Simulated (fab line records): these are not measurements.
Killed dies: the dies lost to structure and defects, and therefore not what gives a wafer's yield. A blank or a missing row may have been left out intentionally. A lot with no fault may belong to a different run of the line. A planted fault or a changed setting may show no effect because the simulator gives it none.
Lot-split experiment + flow n5-finfet + route with 1938 steps; 7 lots, 21 wafers read

THE SPLIT
At N5_BEOL_M5_ETCH_68 (etches SOC in N2/H2, target depth 80 nm, overetch 16 nm, time 120 s), the setting bias-w was moved away from the recipe's 150 W on 6 of the 21 wafers read, by -16.9% to +12.3%. For the rest of the wafers, this setting stayed at what the recipe calls for.

Reading taken at the split's own step.

THE READING
rf-vpp-V, in V, at N5_BEOL_M5_ETCH_68 (etches SOC in N2/H2, target depth 80 nm, overetch 16 nm, time 120 s). A value of 524.5 V with a standard deviation of 2.6 V is what fault-free wafers of this fab line usually give.

| wafer  | tool, chamber at the split | bias-w as run, W | against the recipe | rf-vpp-V, V | against lot-mates on the recipe |
|--------|----------------------------|------------------|--------------------|-------------|---------------------------------|
| L080.1 | rie-diel-05, 1             | 150              | recipe             | 527.1       | -                               |
| L080.3 | rie-diel-05, 0             | 140.1            | -6.6%              | 501.1       | -26.0                           |
| L080.6 | rie-diel-05, 1             | 140.1            | -6.6%              | 504.4       | -22.7                           |
| L081.1 | rie-diel-06, 3             | 150              | recipe             | 522.4       | -                               |
| L081.4 | rie-diel-06, 1             | 124.7            | -16.9%             | 462.8       | -60.8                           |
| L081.6 | rie-diel-06, 0             | 150              | recipe             | 524.9       | -                               |
| L083.4 | rie-diel-06, 0             | 132.2            | -11.9%             | 484.3       | -37.2                           |
| L083.5 | rie-diel-06, 1             | 150              | recipe             | 519.2       | -                               |
| L083.6 | rie-diel-06, 2             | 150              | recipe             | 523.8       | -                               |
| L082.2 | rie-diel-06, 0             | 136.8            | -8.8%              | 495.3       | -28.1                           |
| L082.4 | rie-diel-06, 1             | 150              | recipe             | 522.1       | -                               |
| L082.5 | rie-diel-06, 0             | 150              | recipe             | 524.6       | -                               |
| L089.2 | rie-diel-05, 0             | 150              | recipe             | 521.8       | -                               |
| L089.3 | rie-diel-05, 2             | 168.4            | +12.3%             | 562.7       | +37.8                           |
| L089.4 | rie-diel-05, 3             | 150              | recipe             | 528.1       | -                               |
| L094.2 | rie-diel-05, 1             | 150              | recipe             | 527.0       | -                               |
| L094.3 | rie-diel-05, 0             | 150              | recipe             | 523.2       | -                               |
| L094.6 | rie-diel-05, 1             | 150              | recipe             | 526.0       | -                               |
| L093.1 | rie-diel-06, 2             | 150              | recipe             | 523.2       | -                               |
| L093.4 | rie-diel-06, 3             | 150              | recipe             | 522.2       | -                               |
| L093.5 | rie-diel-06, 1             | 150              | recipe             | 521.5       | -                               |

FIT RESULTS
A straight line over all 21 wafers: rf-vpp-V changes by +3.38 V for each +1% of bias-w; r = +0.99; the points scatter about the line by 2.5 V.
The same after taking each lot's own level away (the mean of its wafers on the recipe; 21 wafers): +3.36 V for each +1%; r = +0.99; scatter 2.3 V.
According to that fit, moving bias-w by its largest amount changes the reading by 57 V.
The lots' own levels span 521.50 to 527.10 V, that is 2.2 times the standard deviation above.
The two slopes are in agreement: the lot-to-lot level therefore moves the slope only a little.
Check: with one of the wafers moved furthest among these (-16.9%) left out of the fit, the line predicts -54.6 V for it against its lot-mates. Against them it came out at -60.8 V.
Tool readings at the split's step, against how far the setting was moved: rf-vpp-V r = +0.99.

THE OTHER SPLITS THESE WAFERS WENT THROUGH
These wafers also went through other splits before the reading. Each is held against what the fit with the lots' levels taken away leaves over:
| other split on the same wafers | wafers away from the commonest value | r with rf-vpp-V (lot level and that fit taken away) |
|--------------------------------|--------------------------------------|-----------------------------------------------------|
| N5_BEOL_M2_DESCUM_33 time-s    | 4                                    | +0.34                                               |
| N5_BEOL_M2_SPUTTER_94 time-s   | 8                                    | +0.18                                               |
| N5_BEOL_M3_COAT_67 spin-rpm    | 7                                    | +0.10                                               |
| N5_BEOL_M3_COAT_68 spin-rpm    | 7                                    | -0.02                                               |
| N5_BEOL_M4_COAT_67 spin-rpm    | 5                                    | -0.08                                               |
| N5_BEOL_M4_DESCUM_33 time-s    | 6                                    | -0.27                                               |

THE WHOLE CHAIN: every reading that the file lists as answering this split, in the file's order
| step               | what it does                                                        | reading                                                                          | change (the file's fit)                | r (the file's) |
|--------------------|---------------------------------------------------------------------|----------------------------------------------------------------------------------|----------------------------------------|----------------|
| N5_BEOL_M5_ETCH_68 | etches SOC in N2/H2, target depth 80 nm, overetch 16 nm, time 120 s | rf-vpp-V                                                                         | +3.35 V for each +1% of the setting    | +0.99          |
| N5_BEOL_M5_ETCH_68 | etches SOC in N2/H2, target depth 80 nm, overetch 16 nm, time 120 s | SiARC_of_BEOL_M5_COAT_66.thk-nm (the simulator's own value, which no gauge read) | -0.0682 nm for each +1% of the setting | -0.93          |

THE FILE'S OWN FIT
rf-vpp-V changes by +3.35 V for each +1% of bias-w, r = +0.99.
